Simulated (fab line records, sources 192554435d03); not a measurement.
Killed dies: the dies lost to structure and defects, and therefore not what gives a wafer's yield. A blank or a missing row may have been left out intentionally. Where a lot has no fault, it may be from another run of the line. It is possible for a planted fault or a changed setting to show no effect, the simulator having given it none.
fab line records -- flow n5-finfet
record lots=12, wafers=34, last-day=16
route steps=1938 shown HKMG_FIN@454 TV_OPEN@1889 PAD_METAL@1896 PASSIVATION@1931
lots untouched by any fault: they come from a run of this same line in which no faults occurred
start-h: the number of hours between the record's first day and the start of the first shown wafer of the lot -- wait-h: hours from the lot's prior step to this one -- " same as the row above -- L1.1+2: several wafers, shown together as one row -- - no value, or no start was given -- * or withheld: withheld -- < > ~ a bound
route shown NAME@n: a module of which the file shows steps, and the number in the route of the first -- usual: mean/standard deviation of fault-free wafers -- same: alike in all rows -- chamber/n: place in a boat -- sites: per-site readings -- _std_site: how widely they spread, as a standard deviation -- _edge_site: inner sites' mean taken away from outer sites' mean -- radius-mm: how far each site lies from the wafer's centre -- mask NAME#n: copy n -- behind: the last tool/chamber to shape the wafer -- hold: why the lot went on hold/how many hours it stayed there/how the hold came to an end -- device: the n, p or np transistor that did not switch -- end of line: the tests these same wafers got at the end of their route -- a step given without rows: its recipe and nothing more -- killed: the dies lost at the first sort to structure and to defects; this is not the yield of the wafer -- map: a wafer's dies, marking killed ones x, the rest . and places with no die _
set.NAME: the setting as run; set.NAME@STEP: as run at that earlier step -- model.NAME: the simulator's own value behind a step, which no gauge read
one table for each step of the route and one row for each wafer, over a sample of lots
services: the hour from which a tool's chamber was out of use, counted from the record's first day as start-h (under 0 if before that day), plus the number of hours and why
## steps
# step N5_HKMG_FIN_ETCHBACK_68
# recipe chemistry=Cl2/Ar, stop-on=HfO2, target-depth-a=5, pressure-mtorr=10, icp-w=600, bias-w=60, Cl2_flow_sccm=40, Ar_flow_sccm=60
# usual drypump-motor-current-A=5.5/0.41, oes-product-au=0.78/0.066, throttle-valve-pct=20.80/0.16
lot.wafer,tool,chamber,start-h,wait-h,drypump-motor-current-A,oes-product-au,rf-hours-counter-h,throttle-valve-pct
L220.3,rie-metal-03,1,78.65,0.1,5.7,0.79,-,20.86
L220.4,rie-metal-03,0,78.65,0.1,5.2,0.89,-,20.90
L220.5,rie-metal-03,1,78.65,0.1,5.7,0.78,-,20.85
L221.2,rie-metal-01,0,82.27,0.0,5.9,0.82,28,20.44
L221.4,rie-metal-01,0,82.27,0.0,5.9,0.81,-,20.44
L221.6,rie-metal-01,0,82.27,0.0,5.9,0.82,-,20.43
L222.2,rie-metal-01,1,92.70,0.0,5.1,0.58,141,21.10
L222.5,rie-metal-01,1,92.70,0.0,5.2,0.59,-,21.11
L222.6,rie-metal-01,0,92.70,0.0,5.9,0.81,-,20.43
L224.1,rie-metal-02,0,102.78,0.0,6.2,0.75,56,20.94
L224.2,rie-metal-02,1,102.78,0.0,5.2,0.77,39,20.72
L224.6,rie-metal-02,0,102.78,0.0,6.2,0.75,-,20.93
L225.4,rie-metal-02,1,106.78,0.1,5.1,0.77,-,20.72
L225.5,rie-metal-02,0,106.78,0.1,6.2,0.75,-,20.95
L226.1,rie-metal-03,0,112.21,0.0,5.2,0.86,4,20.91
L226.3,rie-metal-03,0,112.21,0.0,5.3,0.86,-,20.91
L226.5,rie-metal-03,1,112.21,0.0,5.7,0.78,-,20.85
L230.2,rie-metal-02,0,141.23,0.0,6.2,0.75,59,20.93
L230.3,rie-metal-02,0,141.23,0.0,6.2,0.75,-,20.93
L230.6,rie-metal-02,0,141.23,0.0,6.2,0.74,-,20.95
L231.1,rie-metal-03,1,143.47,0.0,5.6,0.77,36,20.86
L231.6,rie-metal-03,1,143.47,0.0,5.7,0.78,-,20.86
L232.1,rie-metal-02,1,153.78,0.0,5.2,0.75,43,20.74
L232.2,rie-metal-02,0,153.78,0.0,6.2,0.74,60,20.93
L232.5,rie-metal-02,1,153.78,0.0,5.2,0.75,-,20.73
L233.1,rie-metal-02,1,157.46,0.0,5.1,0.75,43,20.74
L233.4,rie-metal-02,0,157.46,0.0,6.2,0.74,-,20.94
L233.6,rie-metal-02,0,157.46,0.0,6.2,0.75,-,20.94
L235.2,rie-metal-02,1,167.52,0.0,5.2,0.74,44,20.73
L235.5,rie-metal-02,0,167.52,0.0,6.2,0.74,-,20.94
L235.6,rie-metal-02,1,167.52,0.0,5.2,0.74,-,20.74
L239.3,rie-metal-02,1,191.88,0.1,5.2,0.74,-,20.74
L239.5,rie-metal-02,1,191.88,0.1,5.2,0.73,-,20.75
L239.6,rie-metal-02,1,191.88,0.1,5.1,0.73,-,20.76
# step N5_PASSIVATION_STRIP_14
# recipe chemistry=O2, power-w=600, temp-c=60, pressure-mtorr=30, rf-frequency-hz=6e+07, bias-power-w=0, overash-fraction=0.5, o2-flow-sccm=225
# usual drypump-motor-current-A=5.90/0.28, oes-product-au=0.79/0.094, rf-vpp-V=3.8/0.92, showerhead-plenum-p-Torr=2.09/0.057, throttle-valve-pct=16.62/0.25
lot.wafer,tool,chamber,start-h,wait-h,drypump-motor-current-A,oes-product-au,rf-hours-counter-h,rf-vpp-V,showerhead-plenum-p-Torr,throttle-valve-pct
L220.3,rie-diel-02,1,254.47,0.1,5.97,0.80,86,3.6,2.18,16.35
L220.4,rie-diel-02,3,254.47,0.1,6.14,0.87,33,2.7,2.05,16.42
L220.5,rie-diel-02,0,254.47,0.1,5.44,0.88,-,4.9,2.04,16.36
L221.2,rie-diel-06,1,261.84,0.1,6.46,0.85,79,2.7,2.12,16.31
L221.4,rie-diel-06,2,261.84,0.1,6.05,0.70,222,4.6,2.08,16.92
L221.6,rie-diel-06,3,261.84,0.1,5.82,0.70,-,4.1,2.08,17.11
L224.1,rie-diel-03,2,275.38,0.1,6.03,0.79,116,3.4,2.09,16.56
L224.2,rie-diel-03,0,275.38,0.1,5.72,0.74,190,3.6,2.01,16.83
L224.6,rie-diel-03,0,275.38,0.1,5.77,0.74,-,3.9,2.01,16.85
L222.2,rie-diel-06,1,276.58,0.1,6.46,0.82,83,4.4,2.12,16.36
L222.5,rie-diel-06,3,276.58,0.1,5.79,0.70,-,3.7,2.08,17.15
L222.6,rie-diel-06,2,276.58,0.1,6.02,0.67,-,3.5,2.08,16.89
L226.1,rie-diel-06,0,285.18,0.1,5.78,0.69,204,6.1,2.19,16.95
L226.3,rie-diel-06,1,285.18,0.1,6.48,0.83,85,5.0,2.12,16.34
L226.5,rie-diel-06,3,285.18,0.1,5.79,0.67,-,3.0,2.08,17.11
L225.4,rie-diel-02,3,288.32,0.1,6.13,0.84,44,5.9,2.05,16.43
L225.5,rie-diel-02,1,288.32,0.1,5.97,0.80,-,3.2,2.18,16.34
L230.2,rie-diel-02,0,314.09,0.1,5.54,0.86,60,4.8,2.03,16.43
L230.3,rie-diel-02,3,314.09,0.1,6.14,0.86,52,4.1,2.05,16.42
L230.6,rie-diel-02,3,314.09,0.1,6.15,0.84,-,4.4,2.05,16.44
L232.1,rie-diel-06,2,321.26,0.1,6.05,0.68,241,1.6,2.08,16.91
L232.2,rie-diel-06,1,321.26,0.1,6.51,0.81,98,3.1,2.11,16.39
L232.5,rie-diel-06,1,321.26,0.1,6.48,0.81,-,3.1,2.11,16.35
L231.1,rie-diel-02,0,326.80,0.1,5.48,0.85,64,4.2,2.03,16.46
L231.6,rie-diel-02,3,326.80,0.1,6.15,0.84,-,3.7,2.05,16.44
L235.2,rie-diel-02,0,338.03,0.1,5.43,0.85,67,3.4,2.03,16.45
L235.5,rie-diel-02,1,338.03,0.1,5.94,0.78,-,3.7,2.17,16.37
L235.6,rie-diel-02,0,338.03,0.1,5.47,0.84,-,4.3,2.03,16.46
L233.1,rie-diel-03,2,338.35,0.1,6.04,0.76,135,4.1,2.08,16.59
L233.4,rie-diel-03,0,338.35,0.1,5.68,0.72,-,5.0,2.00,16.87
L233.6,rie-diel-03,3,338.35,0.1,5.82,0.88,-,1.9,2.16,16.26
L239.3,rie-diel-06,3,385.35,0.1,5.79,0.94,19,2.6,2.07,16.72
L239.5,rie-diel-06,1,385.35,0.1,6.50,0.79,-,3.7,2.10,16.43
L239.6,rie-diel-06,2,385.35,0.1,6.04,0.97,-,3.6,2.07,16.43
# step N5_PASSIVATION_AL_DEP_21
# recipe material=Al, target-thk-a=28000, temp-c=400, time-s=170, power-w=30000, chamber-pressure-pa=0.4, gas=Ar
# usual chamber-pressure-pa=0.4000/0.00079, throttle-valve-pct=30.2/0.97
lot.wafer,tool,chamber,start-h,wait-h,chamber-pressure-pa,throttle-valve-pct
L220.3,pvd-sputter-02,-,255.34,0.1,0.3994,30.5
L220.4,pvd-sputter-02,-,255.34,0.1,0.3989,31.0
L220.5,pvd-sputter-02,-,255.34,0.1,0.3996,30.3
L221.2,pvd-sputter-02,-,262.48,0.1,0.4008,29.7
L221.4,pvd-sputter-02,-,262.48,0.1,0.4002,30.9
L221.6,pvd-sputter-02,-,262.48,0.1,0.3988,31.5
L224.1,pvd-sputter-02,-,276.21,0.1,0.3994,31.4
L224.2,pvd-sputter-02,-,276.21,0.1,0.4005,31.1
L224.6,pvd-sputter-02,-,276.21,0.1,0.3993,31.7
L222.2,pvd-sputter-03,-,276.98,0.1,0.3995,30.1
L222.5,pvd-sputter-03,-,276.98,0.1,0.3995,28.7
L222.6,pvd-sputter-03,-,276.98,0.1,0.3996,30.4
L226.1,pvd-sputter-02,-,285.76,0.1,0.4000,29.7
L226.3,pvd-sputter-02,-,285.76,0.1,0.4005,31.0
L226.5,pvd-sputter-02,-,285.76,0.1,0.3997,30.7
L225.4,pvd-sputter-02,-,288.72,0.1,0.3992,31.5
L225.5,pvd-sputter-02,-,288.72,0.1,0.3996,30.6
L230.2,pvd-sputter-02,-,314.99,0.1,0.3999,29.4
L230.3,pvd-sputter-02,-,314.99,0.1,0.4011,31.5
L230.6,pvd-sputter-02,-,314.99,0.1,0.4005,29.5
L232.1,pvd-sputter-01,-,321.93,0.1,0.3993,29.0
L232.2,pvd-sputter-01,-,321.93,0.1,0.3977,31.6
L232.5,pvd-sputter-01,-,321.93,0.1,0.3997,29.0
L231.1,pvd-sputter-01,-,327.39,0.1,0.3989,28.8
L231.6,pvd-sputter-01,-,327.39,0.1,0.3997,29.2
L235.2,pvd-sputter-01,-,338.63,0.1,0.4005,29.1
L235.5,pvd-sputter-01,-,338.63,0.1,0.3995,29.2
L235.6,pvd-sputter-01,-,338.63,0.1,0.4006,31.4
L233.1,pvd-sputter-01,-,338.97,0.1,0.4005,28.9
L233.4,pvd-sputter-01,-,338.97,0.1,0.3999,28.9
L233.6,pvd-sputter-01,-,338.97,0.1,0.4007,29.0
L239.3,pvd-sputter-03,-,386.00,0.1,0.4018,30.2
L239.5,pvd-sputter-03,-,386.00,0.1,0.4010,29.6
L239.6,pvd-sputter-03,-,386.00,0.1,0.3984,30.3
# step N5_PASSIVATION_STRIP_48
# recipe chemistry=O2, power-w=600, temp-c=60, pressure-mtorr=30, rf-frequency-hz=6e+07, bias-power-w=0, overash-fraction=0.5, o2-flow-sccm=225
# usual drypump-motor-current-A=5.4/0.58, oes-product-au=0.83/0.095, rf-vpp-V=3.6/2.4, showerhead-plenum-p-Torr=2.08/0.084, throttle-valve-pct=16.53/0.21
lot.wafer,tool,chamber,start-h,wait-h,drypump-motor-current-A,oes-product-au,rf-hours-counter-h,rf-vpp-V,showerhead-plenum-p-Torr,throttle-valve-pct
L220.3,rie-diel-05,2,258.49,0.1,5.2,0.79,94,0.3,2.13,16.28
L220.4,rie-diel-05,3,258.49,0.1,4.9,0.72,-,0.4,2.00,16.98
L220.5,rie-diel-05,2,258.49,0.1,5.3,0.78,-,8.6,2.13,16.45
L221.2,rie-diel-01,3,265.93,0.1,4.9,0.92,20,4.2,2.07,16.31
L221.4,rie-diel-01,2,265.93,0.1,6.3,0.96,14,4.0,2.04,16.34
L221.6,rie-diel-01,3,265.93,0.1,4.9,0.92,-,1.6,2.07,16.32
L224.1,rie-diel-01,2,279.65,0.1,6.3,0.90,19,6.8,2.03,16.36
L224.2,rie-diel-01,1,279.65,0.1,4.7,0.70,236,4.4,2.15,16.84
L224.6,rie-diel-01,2,279.65,0.1,6.3,0.91,-,5.5,2.03,16.34
L222.2,rie-diel-05,1,280.17,0.1,6.3,0.72,199,7.5,1.99,16.73
L222.5,rie-diel-05,0,280.17,0.1,5.9,0.85,-,3.7,2.03,16.24
L222.6,rie-diel-05,1,280.17,0.1,6.4,0.72,-,0.7,1.99,16.73
L226.1,rie-diel-04,1,288.82,0.1,5.4,0.89,42,4.5,2.24,16.55
L226.3,rie-diel-04,3,288.82,0.1,4.9,0.66,245,0.2,2.13,16.92
L226.5,rie-diel-04,2,288.82,0.1,5.3,0.69,-,5.8,2.02,16.80
L225.4,rie-diel-01,0,293.56,0.1,4.9,0.86,55,3.2,2.04,16.49
L225.5,rie-diel-01,2,293.56,0.1,6.3,0.93,-,0,2.03,16.47
L230.2,rie-diel-01,2,318.01,0.1,6.3,0.89,34,4.8,2.03,16.49
L230.3,rie-diel-01,3,318.01,0.1,4.9,0.87,40,1.2,2.06,16.31
L230.6,rie-diel-01,0,318.01,0.1,4.9,0.85,-,2.8,2.04,16.44
L232.1,rie-diel-05,2,324.99,0.1,5.2,0.75,108,2.6,2.12,16.41
L232.2,rie-diel-05,0,324.99,0.1,5.8,0.86,63,5.3,2.03,16.19
L232.5,rie-diel-05,2,324.99,0.1,5.2,0.81,-,5.1,2.12,16.37
L231.1,rie-diel-04,3,330.25,0.1,4.8,0.94,5,1.9,2.13,16.53
L231.6,rie-diel-04,3,330.25,0.1,4.9,0.99,-,3.8,2.13,16.44
L235.2,rie-diel-05,2,341.75,0.1,5.2,0.78,115,1.9,2.12,16.43
L235.5,rie-diel-05,1,341.75,0.1,6.4,0.70,-,3.0,1.99,16.83
L235.6,rie-diel-05,0,341.75,0.1,6.0,0.83,-,8.1,2.02,16.25
L233.1,rie-diel-04,3,342.26,0.1,4.8,0.94,10,2.8,2.13,16.52
L233.4,rie-diel-04,0,342.26,0.1,5.4,0.81,-,5.2,2.01,16.60
L233.6,rie-diel-04,3,342.26,0.1,4.9,0.90,-,3.6,2.13,16.42
L239.3,rie-diel-05,3,389.39,0.1,4.9,1.01,3,3.6,2.25,16.41
L239.5,rie-diel-05,1,389.39,0.1,6.4,0.67,-,5.8,1.98,16.87
L239.6,rie-diel-05,2,389.39,0.1,5.2,0.75,-,4.0,2.11,16.43
# step N5_PASSIVATION_PROBE_49
# usual killed_at_M0_to_M3=35/11, killed_at_M4_up=13/5.7, killed-at-contacts=12/5.7, killed-at-front-end=40/11, killed-at-other=4/4.4, killed-dies=105/18, killed-open=68/14, killed-short=34/7.4
# same gross-dies=1180, killed-at-back-side=0
lot.wafer,tool,chamber,start-h,wait-h,killed_at_M0_to_M3,killed_at_M4_up,killed-at-contacts,killed-at-front-end,killed-at-other,killed-dies,killed-open,killed-short
L230.2,prober-01,-,320.56,0.1,30,9,13,48,2,102,72,28
L230.3,prober-01,-,320.61,0.1,26,10,5,62,1,104,77,26
L230.6,prober-01,-,320.76,0.3,28,11,10,35,0,84,63,20
L232.1,prober-01,-,327.48,0.0,49,11,24,49,4,137,87,38
L232.2,prober-01,-,327.53,0.1,43,11,12,50,1,117,76,41
L232.5,prober-01,-,327.68,0.2,31,15,12,29,1,88,65,14
L235.2,prober-02,-,345.61,0.1,24,4,7,175,8,218,33,35
L235.5,prober-02,-,345.76,0.2,27,12,12,89,1,141,54,35
L235.6,prober-02,-,345.81,0.3,24,10,10,178,11,233,47,27
L233.1,prober-02,-,345.86,0.3,18,17,28,52,3,118,86,31
L233.4,prober-02,-,346.01,0.5,20,14,9,35,4,82,56,22
L233.6,prober-02,-,346.11,0.6,45,27,19,33,1,125,80,43
L239.3,prober-01,-,391.98,0.1,38,15,14,176,43,286,59,36
L239.5,prober-01,-,392.08,0.2,39,11,15,166,28,259,51,35
L239.6,prober-01,-,392.13,0.3,44,13,7,174,16,254,57,32
# killed by level:class
L230.2 STI_FIN_REVEAL:geometric-particle:open=22 MOL_CONTACT_COAG:geometric-particle:open=11 BEOL_M0_SAQP:geometric-particle:short=8 BEOL_M0_SAQP:geometric-particle:open=6 BEOL_M1:geometric-particle:open=6 DUMMY_GATE:geometric-particle:open=5 BEOL_M2:geometric-particle:open=5 FIN_SAQP:geometric-particle:open=4
L230.3 STI_FIN_REVEAL:geometric-particle:open=31 FIN_SAQP:geometric-particle:open=11 STI_FIN_REVEAL:geometric-particle:short=7 BEOL_M0_SAQP:geometric-particle:short=7 BEOL_M0_SAQP:geometric-particle:open=5 BEOL_M1:geometric-particle:open=5 DUMMY_GATE:geometric-particle:open=4 FIN_CUT:geometric-particle:short=3
L230.6 STI_FIN_REVEAL:geometric-particle:open=10 MOL_CONTACT_COAG:geometric-particle:open=9 BEOL_M2:geometric-particle:open=9 BEOL_M0_SAQP:geometric-particle:short=8 DUMMY_GATE:geometric-particle:open=7 BEOL_M0_SAQP:geometric-particle:open=6 BEOL_M5:geometric-particle:open=4 STARTING-WAFER:geometric-particle:open=4
L232.1 MOL_CONTACT_COAG:geometric-particle:open=21 BEOL_M0_SAQP:geometric-particle:open=19 BEOL_M0_SAQP:geometric-particle:short=13 FIN_SAQP:geometric-particle:open=11 FIN_SAQP:geometric-particle:short=9 HKMG_FIN:area-etch=8 STI_FIN_REVEAL:geometric-particle:open=7 BEOL_M3:geometric-particle:open=7
L232.2 FIN_SAQP:geometric-particle:open=12 BEOL_M1:geometric-particle:open=11 FIN_SAQP:geometric-particle:short=10 MOL_CONTACT_COAG:geometric-particle:open=10 BEOL_M0_SAQP:geometric-particle:open=8 BEOL_M0_SAQP:geometric-particle:short=8 BEOL_M4:geometric-particle:open=7 STI_FIN_REVEAL:geometric-particle:open=6
L232.5 BEOL_M1:geometric-particle:open=11 MOL_CONTACT_COAG:geometric-particle:open=10 FIN_SAQP:geometric-particle:open=8 BEOL_M0_SAQP:geometric-particle:open=7 BEOL_M3:geometric-particle:open=6 BEOL_M4:geometric-particle:open=6 FIN_CUT:area-etch=6 GATE_CUT:geometric-particle:short=4
L235.2 HKMG_FIN:unspecified=147 BEOL_M0_SAQP:geometric-particle:short=10 STI_FIN_REVEAL:geometric-particle:open=8 GATE_CUT:geometric-particle:short=5 MOL_CONTACT_COAG:geometric-particle:open=5 BEOL_M3:geometric-particle:short=4 BEOL_M3:geometric-particle:open=4 GATE_CUT:geometric-particle:open=3
L235.5 HKMG_FIN:unspecified=52 FIN_SAQP:geometric-particle:short=10 MOL_CONTACT_COAG:geometric-particle:open=10 BEOL_M0_SAQP:geometric-particle:open=8 GATE_CUT:geometric-particle:open=6 STI_FIN_REVEAL:geometric-particle:open=5 GATE_CUT:geometric-particle:short=5 BEOL_M0_SAQP:geometric-particle:short=5
L235.6 HKMG_FIN:unspecified=152 MIM_TOP_ETCH:area-etch=7 MOL_CONTACT_COAG:geometric-particle:open=6 BEOL_M2:geometric-particle:open=5 BEOL_M4:geometric-particle:open=5 MOL_CONTACT_COAG:geometric-particle:short=4 BEOL_M0_SAQP:geometric-particle:open=4 BEOL_M0:geometric-particle:open=4
L233.1 STI_FIN_REVEAL:geometric-particle:open=23 MOL_CONTACT_COAG:geometric-particle:open=21 BEOL_M4:geometric-particle:open=9 MOL_CONTACT_COAG:geometric-particle:short=7 GATE_CUT:geometric-particle:open=6 STI_FIN_REVEAL:geometric-particle:short=5 BEOL_M0_SAQP:geometric-particle:open=4 BEOL_M1:geometric-particle:open=4
L233.4 BEOL_M4:geometric-particle:open=8 MOL_CONTACT_COAG:geometric-particle:open=7 STI_FIN_REVEAL:geometric-particle:open=6 BEOL_M0_SAQP:geometric-particle:short=5 FIN_SAQP:geometric-particle:short=4 GATE_CUT:geometric-particle:short=4 BEOL_M0_SAQP:geometric-particle:open=4 BEOL_M1:geometric-particle:open=4
L233.6 BEOL_M0_SAQP:geometric-particle:short=15 MOL_CONTACT_COAG:geometric-particle:open=14 STI_FIN_REVEAL:geometric-particle:open=12 BEOL_M4:geometric-particle:open=11 BEOL_M0_SAQP:geometric-particle:open=9 BEOL_M2:geometric-particle:open=6 MOL_CONTACT_COAG:geometric-particle:short=5 BEOL_M1:geometric-particle:open=5
L239.3 HKMG_FIN:unspecified=148 MIM_TOP_ETCH:area-etch=43 MOL_CONTACT_COAG:geometric-particle:open=10 BEOL_M0_SAQP:geometric-particle:open=8 BEOL_M1:geometric-particle:open=7 BEOL_M3:geometric-particle:open=7 BEOL_M0_SAQP:geometric-particle:short=6 BEOL_M4:geometric-particle:short=6
L239.5 HKMG_FIN:unspecified=147 MIM_TOP_ETCH:area-etch=26 MOL_CONTACT_COAG:geometric-particle:open=12 BEOL_M0_SAQP:geometric-particle:short=12 BEOL_M2:geometric-particle:open=7 BEOL_M0_SAQP:geometric-particle:open=6 BEOL_M1:geometric-particle:open=5 BEOL_M4:geometric-particle:short=4
L239.6 HKMG_FIN:unspecified=147 BEOL_M3:geometric-particle:open=15 MIM_TOP_ETCH:area-etch=15 BEOL_M0_SAQP:geometric-particle:open=9 BEOL_M4:geometric-particle:short=8 STI_FIN_REVEAL:geometric-particle:open=6 MOL_CONTACT_COAG:geometric-particle:open=6 BEOL_M0_SAQP:geometric-particle:short=6
## services
tool,chamber,start-h,hours,kind
rie-diel-06,2,58.47,8.6,repair
rie-diel-05,-,71.46,0.8,repair
rie-diel-02,0,84.26,23.0,repair
rie-diel-01,-,102.19,4.3,pm
rie-diel-01,2,107.31,5.2,repair
rie-metal-03,-,110.67,0.5,repair
rie-diel-05,2,120.99,4.6,repair
rie-metal-02,0,134.83,3.9,repair
pvd-sputter-01,-,144.28,0.7,repair
rie-diel-04,1,152.74,6.5,repair
rie-metal-02,-,170.17,0.7,repair
pvd-sputter-02,-,177.09,4.0,repair
rie-metal-02,0,186.25,6.2,repair
rie-diel-02,3,229.20,1.3,repair
rie-diel-05,1,254.24,8.0,repair
rie-metal-02,-,268.80,1.4,pm
rie-diel-01,0,269.87,1.4,repair
rie-diel-05,-,282.41,10.9,repair
rie-diel-05,2,299.44,23.6,repair
rie-diel-05,1,319.97,6.9,repair
rie-diel-02,2,343.65,3.2,repair
rie-diel-01,1,350.04,2.2,repair
rie-diel-01,3,370.96,4.0,repair
rie-diel-02,0,372.38,12.3,repair
## key
first-sign step=N5_PASSIVATION_PROBE_49, reading=killed-at-front-end, direction=up, sigmas=11, usual=40, struck=160
effect step=N5_PASSIVATION_PROBE_49, reading=killed-dies, direction=up, sigmas=7.2, usual=105, struck=232
more-kills-born-at N5_HKMG_FIN_ETCHBACK_68@rie-metal-02=793
met-at N5_HKMG_FIN_ETCHBACK_68
struck-lots L235,L239
tester-left-out L235,L239
baseline-loss step=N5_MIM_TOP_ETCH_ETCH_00, wafers=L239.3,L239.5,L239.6
not-acting-at N5_PASSIVATION_STRIP_14,N5_PASSIVATION_AL_DEP_21,N5_PASSIVATION_STRIP_48
onset-between 157.46 167.52
fault kind=chamber-particle-source, tool=rie-metal-02, chamber=-, onset-h=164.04, steps=N5_HKMG_FIN_ETCHBACK_68, rate-per-visit-cm2=2.0857, end-h=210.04
# tester-left-out: of these lots the tester's yield and bins aren't shown, on N5 and GAA mostly nor the transistor test; their killed dies are dies lost to structure and defects alone, not to doping, threshold or leakage, so they don't give the yield
# baseline-loss: these wafers lose ten dies or more at that step, a loss of the line's own and not of a fault; the sort's usual values leave them out
